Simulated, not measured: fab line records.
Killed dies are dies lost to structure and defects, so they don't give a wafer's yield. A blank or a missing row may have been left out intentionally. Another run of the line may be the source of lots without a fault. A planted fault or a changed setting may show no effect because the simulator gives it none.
Which tool was responsible? || flow n5_finfet || 10 lots with 27 wafers sampled at 2 steps, on a route of 1938 steps

== WHAT EACH GAUGE READ, for each wafer ==
N5_BEOL_M4_RC_MEAS_101. Usual: DIBL_N 35.9 mV/V, standard deviation 1.9; DIBL_P 35.8 mV/V, standard deviation 2.4; IOFF_N 0.15 nA/um, standard deviation 0.031; IOFF_P 0.21 nA/um, standard deviation 0.037; ION_N 672 uA/um, standard deviation 13; ION_P 462 uA/um, standard deviation 8.3; SS_N 71.5 mV/dec, standard deviation 0.72; SS_P 73.2 mV/dec, standard deviation 0.67; VT_N 250 mV, standard deviation 3.4; VT_P -250 mV, standard deviation 3.4.
{"lot": "L610", "measured": "day 8 08:36", "on": "prober-01", "DIBL_N (mV/V)": "36.6 34.4 35.2", "DIBL_P (mV/V)": "36.7 35.1 36.2", "IOFF_N (nA/um)": "0.16 0.12 0.14", "IOFF_P (nA/um)": "0.23 0.21 0.23", "ION_N (uA/um)": "671 640 667", "ION_P (uA/um)": "469 456 472", "SS_N (mV/dec)": "71.6 70.6 70.9", "SS_P (mV/dec)": "73.5 73.6 73.5", "VT_N (mV)": "250 257 253", "VT_P (mV)": "-248 -249 -249", "flag": ""}
{"lot": "L612", "measured": "day 9 05:14", "on": "prober-02", "DIBL_N (mV/V)": "35.8 37.4 35.5", "DIBL_P (mV/V)": "35.0 36.8 34.3", "IOFF_N (nA/um)": "0.13 0.16 0.13", "IOFF_P (nA/um)": "0.18 0.22 0.18", "ION_N (uA/um)": "661 669 669", "ION_P (uA/um)": "453 462 459", "SS_N (mV/dec)": "71.1 72.1 71.0", "SS_P (mV/dec)": "72.7 73.6 73.0", "VT_N (mV)": "251 252 252", "VT_P (mV)": "-252 -250 -251", "flag": ""}
{"lot": "L613", "measured": "day 9 12:59", "on": "prober-01", "DIBL_N (mV/V)": "37.3 36.3 36.6", "DIBL_P (mV/V)": "37.0 33.6 35.0", "IOFF_N (nA/um)": "0.16 0.15 0.14", "IOFF_P (nA/um)": "0.24 0.19 0.21", "ION_N (uA/um)": "672 658 661", "ION_P (uA/um)": "469 450 461", "SS_N (mV/dec)": "71.5 72.1 72.0", "SS_P (mV/dec)": "73.0 73.0 73.7", "VT_N (mV)": "253 252 251", "VT_P (mV)": "-246 -252 -251", "flag": ""}
{"lot": "L615", "measured": "day 9 12:15", "on": "prober-02", "DIBL_N (mV/V)": "35.1 37.4 38.2", "DIBL_P (mV/V)": "36.0 37.4 37.8", "IOFF_N (nA/um)": "0.15 0.18 0.18", "IOFF_P (nA/um)": "0.20 0.23 0.24", "ION_N (uA/um)": "675 683 668", "ION_P (uA/um)": "460 466 467", "SS_N (mV/dec)": "71.0 71.9 73.1", "SS_P (mV/dec)": "73.3 74.1 73.8", "VT_N (mV)": "249 248 248", "VT_P (mV)": "-250 -251 -249", "flag": ""}
{"lot": "L616", "measured": "day 9 11:01", "on": "prober-02", "DIBL_N (mV/V)": "35.9 33.1 36.3", "DIBL_P (mV/V)": "36.7 32.7 36.9", "IOFF_N (nA/um)": "0.16 0.11 0.17", "IOFF_P (nA/um)": "0.22 0.16 0.22", "ION_N (uA/um)": "684 657 678", "ION_P (uA/um)": "462 456 460", "SS_N (mV/dec)": "70.7 70.2 71.2", "SS_P (mV/dec)": "73.4 71.7 73.2", "VT_N (mV)": "248 252 247", "VT_P (mV)": "-252 -254 -248", "flag": ""}
{"lot": "L622", "measured": "day 11 05:10", "on": "prober-01", "DIBL_N (mV/V)": 36.8, "DIBL_P (mV/V)": 38.0, "IOFF_N (nA/um)": 0.17, "IOFF_P (nA/um)": 0.24, "ION_N (uA/um)": 676, "ION_P (uA/um)": 465, "SS_N (mV/dec)": 71.6, "SS_P (mV/dec)": 73.1, "VT_N (mV)": 249, "VT_P (mV)": -245, "flag": ""}
{"lot": "L624", "measured": "day 11 16:38", "on": "prober-01", "DIBL_N (mV/V)": 36.4, "DIBL_P (mV/V)": 37.9, "IOFF_N (nA/um)": 0.17, "IOFF_P (nA/um)": 0.22, "ION_N (uA/um)": 684, "ION_P (uA/um)": 469, "SS_N (mV/dec)": 71.6, "SS_P (mV/dec)": 74.0, "VT_N (mV)": 251, "VT_P (mV)": -247, "flag": ""}
{"lot": "L627", "measured": "day 12 23:16", "on": "prober-01", "DIBL_N (mV/V)": 35.1, "DIBL_P (mV/V)": 33.9, "IOFF_N (nA/um)": 0.13, "IOFF_P (nA/um)": 0.17, "ION_N (uA/um)": 674, "ION_P (uA/um)": 463, "SS_N (mV/dec)": 71.7, "SS_P (mV/dec)": 72.8, "VT_N (mV)": 254, "VT_P (mV)": -256, "flag": ""}
{"lot": "L630", "measured": "day 13 22:16", "on": "prober-02", "DIBL_N (mV/V)": "36.2 37.0 35.5", "DIBL_P (mV/V)": "39.0 39.4 37.0", "IOFF_N (nA/um)": "0.16 0.16 0.14", "IOFF_P (nA/um)": "0.23 0.22 0.19", "ION_N (uA/um)": "667 662 672", "ION_P (uA/um)": "459 451 461", "SS_N (mV/dec)": "71.7 71.6 71.8", "SS_P (mV/dec)": "73.3 73.5 73.1", "VT_N (mV)": "252 249 252", "VT_P (mV)": "-248 -250 -250", "flag": ""}
{"lot": "L632", "measured": "day 14 01:53", "on": "prober-02", "DIBL_N (mV/V)": "34.6 36.8 36.9", "DIBL_P (mV/V)": "33.6 35.7 35.7", "IOFF_N (nA/um)": "0.13 0.17 0.16", "IOFF_P (nA/um)": "0.20 0.23 0.23", "ION_N (uA/um)": "674 690 682", "ION_P (uA/um)": "473 475 473", "SS_N (mV/dec)": "70.6 71.4 71.3", "SS_P (mV/dec)": "72.7 73.0 72.5", "VT_N (mV)": "250 249 253", "VT_P (mV)": "-251 -247 -247", "flag": ""}

== WHAT TOOL EACH LOT RAN ON (gives the tool, then ch and the chambers of the sampled wafers, and finally the start) ==
{"lot": "L610", "N5_BEOL_M0_SAQP_PECVD_97": "pecvd-03 ch 1,2, day 5 19:55"}
{"lot": "L612", "N5_BEOL_M0_SAQP_PECVD_97": "pecvd-04 ch 0,1,2, day 6 05:13"}
{"lot": "L613", "N5_BEOL_M0_SAQP_PECVD_97": "pecvd-04 ch 0,2, day 6 09:47"}
{"lot": "L615", "N5_BEOL_M0_SAQP_PECVD_97": "pecvd-02 ch 0,1, day 7 02:29"}
{"lot": "L616", "N5_BEOL_M0_SAQP_PECVD_97": "pecvd-03 ch 0,1, day 7 04:06"}
{"lot": "L622", "N5_BEOL_M0_SAQP_PECVD_97": "pecvd-04 ch 1,2, day 8 20:21"}
{"lot": "L624", "N5_BEOL_M0_SAQP_PECVD_97": "pecvd-04 ch 0,2, day 9 04:47"}
{"lot": "L627", "N5_BEOL_M0_SAQP_PECVD_97": "pecvd-04 ch 0, day 10 00:25"}
{"lot": "L630", "N5_BEOL_M0_SAQP_PECVD_97": "pecvd-02 ch 1,2, day 10 18:03"}
{"lot": "L632", "N5_BEOL_M0_SAQP_PECVD_97": "pecvd-02 ch 0,1, day 11 04:07"}
- N5_BEOL_M0_SAQP_PECVD_97: deposits SiNx from SiH4/NH3/N2, target thk 23 nm, time 19.9 s.

== AS READ BY THE TOOLS THEMSELVES (means over the sampled wafers that have a number; for cases with no such wafer, the mark the record gives instead) ==
N5_BEOL_M0_SAQP_PECVD_97. Usual: chamber_pressure_Torr 1.499 Torr, standard deviation 0.0033; heater_power_w 554 W, standard deviation 68; showerhead_plenum_p_Torr 5.17 Torr, standard deviation 0.065; throttle_valve_pct 40.1 %, standard deviation 1.9.
{"lot": "L610", "tool": "pecvd-03", "chamber_pressure_Torr (Torr)": 1.500, "heater_power_w (W)": 534, "showerhead_plenum_p_Torr (Torr)": 5.22, "throttle_valve_pct (%)": 38.6, "flag": ""}
{"lot": "L612", "tool": "pecvd-04", "chamber_pressure_Torr (Torr)": 1.498, "heater_power_w (W)": 511, "showerhead_plenum_p_Torr (Torr)": 5.20, "throttle_valve_pct (%)": 42.4, "flag": ""}
{"lot": "L613", "tool": "pecvd-04", "chamber_pressure_Torr (Torr)": 1.501, "heater_power_w (W)": 433, "showerhead_plenum_p_Torr (Torr)": 5.18, "throttle_valve_pct (%)": 41.5, "flag": ""}
{"lot": "L615", "tool": "pecvd-02", "chamber_pressure_Torr (Torr)": 1.499, "heater_power_w (W)": 569, "showerhead_plenum_p_Torr (Torr)": 5.10, "throttle_valve_pct (%)": 39.9, "flag": ""}
{"lot": "L616", "tool": "pecvd-03", "chamber_pressure_Torr (Torr)": 1.501, "heater_power_w (W)": 618, "showerhead_plenum_p_Torr (Torr)": 5.24, "throttle_valve_pct (%)": 38.6, "flag": ""}
{"lot": "L622", "tool": "pecvd-04", "chamber_pressure_Torr (Torr)": 1.498, "heater_power_w (W)": 525, "showerhead_plenum_p_Torr (Torr)": 5.18, "throttle_valve_pct (%)": 41.8, "flag": ""}
{"lot": "L624", "tool": "pecvd-04", "chamber_pressure_Torr (Torr)": 1.497, "heater_power_w (W)": 450, "showerhead_plenum_p_Torr (Torr)": 5.19, "throttle_valve_pct (%)": 42.3, "flag": ""}
{"lot": "L627", "tool": "pecvd-04", "chamber_pressure_Torr (Torr)": 1.501, "heater_power_w (W)": 389, "showerhead_plenum_p_Torr (Torr)": 5.17, "throttle_valve_pct (%)": 43.5, "flag": ""}
{"lot": "L630", "tool": "pecvd-02", "chamber_pressure_Torr (Torr)": 1.500, "heater_power_w (W)": 527, "showerhead_plenum_p_Torr (Torr)": 5.20, "throttle_valve_pct (%)": 38.5, "flag": ""}
{"lot": "L632", "tool": "pecvd-02", "chamber_pressure_Torr (Torr)": 1.498, "heater_power_w (W)": 577, "showerhead_plenum_p_Torr (Torr)": 5.11, "throttle_valve_pct (%)": 39.5, "flag": ""}

== THE ANSWER, worked out from the rows above alone ==
Rule: a lot is off if the mean of its wafers that have a number lies more than 3 standard deviations from the usual mean. A lot without any number at a reading at which 4 lots or more have one is off too. Where the step has rows for the other lots, those lots are counted as sound. The gauges are gone through in route order, then the tools' own readings, and for those a lot's mean is taken as printed above. At the first step where some lot is off, the reading lying furthest off is the one used; lots without a number count as furthest.
Across all readings shown, no lot is off: no conclusion can be drawn from this.

== WHAT THE SIMULATOR HAD INSERTED ==
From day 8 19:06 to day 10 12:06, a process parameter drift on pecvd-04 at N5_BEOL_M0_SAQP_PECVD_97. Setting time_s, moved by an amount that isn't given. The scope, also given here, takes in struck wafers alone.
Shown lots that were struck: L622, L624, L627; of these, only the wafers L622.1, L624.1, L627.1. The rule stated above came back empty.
